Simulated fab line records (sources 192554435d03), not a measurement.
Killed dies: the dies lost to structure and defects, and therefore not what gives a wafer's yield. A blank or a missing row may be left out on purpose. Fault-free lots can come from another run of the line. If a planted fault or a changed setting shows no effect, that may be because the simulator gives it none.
The tool behind it: which one? ; flow n5Finfet ; 21 lots with 63 wafers sampled at 4 steps, on a route of 1938 steps

## WHAT THE GAUGES SHOWED, per wafer
N5_BEOL_M14_OCD_MEAS_35.
lot;measured;on;trenchDepthNm (nm)
L074;day 10 22:44;ocd-02;545 543 544
L076;day 11 02:26;ocd-01;575 538 579
L075;day 11 05:56;ocd-02;542 537 573
L077;day 11 11:09;ocd-02;540 539 541
L079;day 12 18:49;ocd-02;576 585 578
L080;day 12 21:03;ocd-02;542 563 530
L081;day 12 23:25;ocd-01;542 567 575
L084;day 13 12:05;ocd-02;580 577 579
L082;day 13 15:09;ocd-02;566 543 544
L083;day 13 15:32;ocd-01;548 566 567
L085;day 14 05:53;ocd-01;588 554 587
L087;day 14 14:07;ocd-01;539 568 533
L089;day 14 19:30;ocd-02;550 578 578
L086;day 15 03:42;ocd-02;538 564 565
L088;day 15 12:03;ocd-02;568 550 540
L092;day 15 20:54;ocd-02;578 551 574
L091;day 15 21:49;ocd-01;551 537 553
L093;day 16 17:47;ocd-02;568 583 563
L097;day 16 22:09;ocd-02;563 559 562
L095;day 17 02:05;ocd-01;554 576 560
L096;day 17 06:32;ocd-02;553 562 571

N5_BEOL_M14_RS_MEAS_54: uses a four-point probe to measure.
lot;measured;on;M14_RS (ohm/sq)
L074;day 11 02:41;filmMetro-02;0.0339 0.0339 0.0339
L076;day 11 08:25;filmMetro-02;0.0322 0.0342 0.0319
L075;day 11 16:27;filmMetro-02;0.0342 0.0344 0.0321
L077;day 11 16:34;filmMetro-02;0.0342 0.0342 0.0341
L079;day 12 21:26;filmMetro-02;0.0319 0.0313 0.0318
L080;day 12 23:41;filmMetro-02;0.0340 0.0327 0.0347
L081;day 13 07:08;filmMetro-01;0.0342 0.0327 0.0322
L084;day 13 14:05;filmMetro-02;0.0317 0.0319 0.0319
L082;day 13 17:44;filmMetro-02;0.0325 0.0340 0.0339
L083;day 13 18:01;filmMetro-02;0.0337 0.0326 0.0326
L085;day 14 12:36;filmMetro-02;0.0313 0.0333 0.0313
L087;day 14 16:23;filmMetro-01;0.0343 0.0326 0.0347
L089;day 15 00:14;filmMetro-02;0.0336 0.0319 0.0318
L086;day 15 05:44;filmMetro-01;0.0342 0.0328 0.0327
L088;day 15 13:47;filmMetro-01;0.0325 0.0336 0.0342
L092;day 15 22:34;filmMetro-01;0.0320 0.0336 0.0321
L091;day 16 01:11;filmMetro-02;0.0336 0.0344 0.0334
L093;day 16 19:23;filmMetro-01;0.0326 0.0317 0.0328
L097;day 17 00:41;filmMetro-01;0.0327 0.0330 0.0329
L095;day 17 04:04;filmMetro-02;0.0333 0.0319 0.0330
L096;day 17 09:48;filmMetro-02;0.0333 0.0328 0.0322

## EACH LOT AND THE TOOL THAT RAN IT (in order: tool; ch and the chambers of the sampled wafers; start)
lot;N5_BEOL_M14_ETCH_67;N5_BEOL_M14_DEP_53
L074;rieDiel-05 ch 1,3, day 10 22:10;pecvd-02 ch 0,1,2, day 11 02:37
L076;rieDiel-05 ch 1,2, day 11 01:52;pecvd-02 ch 0,1,2, day 11 08:20
L075;rieDiel-05 ch 1,2,3, day 11 05:21;pecvd-03 ch 0,1,2, day 11 16:23
L077;rieDiel-05 ch 1,3, day 11 10:35;pecvd-01 ch 0,2, day 11 16:30
L079;rieDiel-05 ch 0,2, day 12 18:14;pecvd-02 ch 0,1, day 12 21:22
L080;rieDiel-04 ch 0,1,3, day 12 20:33;pecvd-02 ch 0,1,2, day 12 23:37
L081;rieDiel-03 ch 0,2, day 12 22:50;pecvd-03 ch 0,1, day 13 07:04
L084;rieDiel-05 ch 0,2, day 13 11:31;pecvd-02 ch 0,1,2, day 13 14:01
L082;rieDiel-04 ch 2,3, day 13 14:34;pecvd-01 ch 1,2, day 13 17:40
L083;rieDiel-03 ch 0,3, day 13 14:58;pecvd-02 ch 0,1, day 13 17:57
L085;rieDiel-05 ch 2,3, day 14 05:18;pecvd-01 ch 0,1,2, day 14 12:32
L087;rieDiel-05 ch 1,2, day 14 13:32;pecvd-02 ch 0,1, day 14 16:19
L089;rieDiel-05 ch 0,2,3, day 14 18:56;pecvd-02 ch 0,1, day 15 00:10
L086;rieDiel-04 ch 2,3, day 15 03:07;pecvd-03 ch 1,2, day 15 05:40
L088;rieDiel-04 ch 0,2,3, day 15 11:28;pecvd-02 ch 0,2, day 15 13:43
L092;rieDiel-05 ch 0,2,3, day 15 20:20;pecvd-03 ch 0,2, day 15 22:30
L091;rieDiel-03 ch 0,2,3, day 15 21:14;pecvd-03 ch 0,1, day 16 01:08
L093;rieDiel-03 ch 1,2,3, day 16 17:13;pecvd-01 ch 0,2, day 16 19:19
L097;rieDiel-03 ch 0,2,3, day 16 21:34;pecvd-03 ch 0,1,2, day 17 00:37
L095;rieDiel-03 ch 1,2,3, day 17 01:31;pecvd-01 ch 0,2, day 17 04:00
L096;rieDiel-05 ch 1,2,3, day 17 05:58;pecvd-03 ch 1,2, day 17 09:44
- N5_BEOL_M14_ETCH_67: etches SiARC in CF4, target depth 143 nm, time 238.3 s.
- N5_BEOL_M14_DEP_53: deposits SiCN from 3MS/NH3, target thk 50 nm, time 17.8 s.

## WHAT THE TOOLS THEMSELVES READ (means of the sampled wafers that have a number; where no wafer has one, the mark that the record gives instead)
N5_BEOL_M14_ETCH_67.
lot;tool;biasW (W);chamberPressureMTorr (mTorr);drypumpMotorCurrentA (A);etchRfOnTimeS (s);mfcArSccm (sccm);oesProductAu (a.u.);rfVppV (V);showerheadPlenumPTorr (Torr);throttleValvePct (%)
L074;rieDiel-05;36.13;39.98;5.8;240;100.19;0.58;185.0;2.17;15.51
L076;rieDiel-05;36.07;39.98;5.6;232;99.98;0.76;185.0;2.23;15.44
L075;rieDiel-05;36.09;40.01;5.7;237;100.07;0.67;184.7;2.20;15.49
L077;rieDiel-05;36.04;40.02;5.4;243;99.89;0.59;185.4;2.14;15.54
L079;rieDiel-05;36.03;39.97;5.9;230;100.20;0.81;185.9;2.27;15.31
L080;rieDiel-04;36.06;40.04;6.3;244;100.05;0.67;184.2;2.15;15.35
L081;rieDiel-03;35.88;40.03;5.7;238;100.03;0.75;185.0;2.16;15.71
L084;rieDiel-05;36.01;39.98;5.9;231;99.78;0.80;186.1;2.27;15.33
L082;rieDiel-04;36.11;40.05;6.2;239;100.07;0.70;183.9;2.07;15.47
L083;rieDiel-03;35.96;39.99;5.5;238;100.32;0.67;183.0;2.11;15.73
L085;rieDiel-05;36.03;39.97;6.0;232;100.36;0.79;185.4;2.24;15.31
L087;rieDiel-05;36.00;40.02;5.3;242;100.04;0.64;184.5;2.16;15.55
L089;rieDiel-05;35.97;40.00;5.9;235;100.14;0.78;186.0;2.24;15.20
L086;rieDiel-04;35.99;40.00;6.3;237;99.84;0.73;184.3;2.08;15.51
L088;rieDiel-04;36.03;40.04;6.3;241;99.89;0.73;183.7;2.11;15.37
L092;rieDiel-05;35.87;40.01;6.0;236;100.09;0.75;184.3;2.23;15.23
L091;rieDiel-03;36.01;40.00;5.6;237;100.07;0.68;184.5;2.13;15.76
L093;rieDiel-03;35.97;40.01;6.0;236;100.05;0.70;183.1;2.11;15.65
L097;rieDiel-03;36.03;39.96;5.6;237;100.33;0.76;182.8;2.12;15.63
L095;rieDiel-03;35.96;40.00;6.0;236;100.03;0.70;182.7;2.11;15.66
L096;rieDiel-05;35.99;40.02;5.7;239;99.97;0.75;184.8;2.18;15.24

N5_BEOL_M14_DEP_53.
lot;tool;showerheadPlenumPTorr (Torr);throttleValvePct (%)
L074;pecvd-02;4.171;17.6
L076;pecvd-02;4.167;17.7
L075;pecvd-03;4.153;17.5
L077;pecvd-01;4.159;17.9
L079;pecvd-02;4.182;18.1
L080;pecvd-02;4.182;17.6
L081;pecvd-03;4.160;18.4
L084;pecvd-02;4.170;17.5
L082;pecvd-01;4.155;18.1
L083;pecvd-02;4.175;18.2
L085;pecvd-01;4.161;18.3
L087;pecvd-02;4.171;18.4
L089;pecvd-02;4.174;18.5
L086;pecvd-03;4.144;17.1
L088;pecvd-02;4.163;16.8
L092;pecvd-03;4.182;17.1
L091;pecvd-03;4.154;18.3
L093;pecvd-01;4.168;18.0
L097;pecvd-03;4.164;17.7
L095;pecvd-01;4.167;18.0
L096;pecvd-03;4.147;16.9

## THE ANSWER, worked out from the rows above alone
Rule: what is usual is taken from the lots themselves. Put in order of their means at a reading, lots are off if they are a third of the lots or fewer, leave a main group of 4 or more, and stand apart from it by a gap of 3 or more times the standard deviation of the main group's means; of several such gaps the widest counts. Not used: any main group whose means are identical at the precision the tables above print for the reading. Also off: a lot with no number at a reading for which 4 or more lots have one. Any other lot the step has rows for is counted as sound. The gauges are gone through in route order, then the tools' own readings, and for those a lot's mean is taken as printed above. The first step at which some lot is off is used, and at that step the reading that is off furthest; a lot without a number counts as furthest.
No lot is off at any reading shown: from this, nothing can be told.

## WHAT HAD BEEN PUT IN BY THE SIMULATOR
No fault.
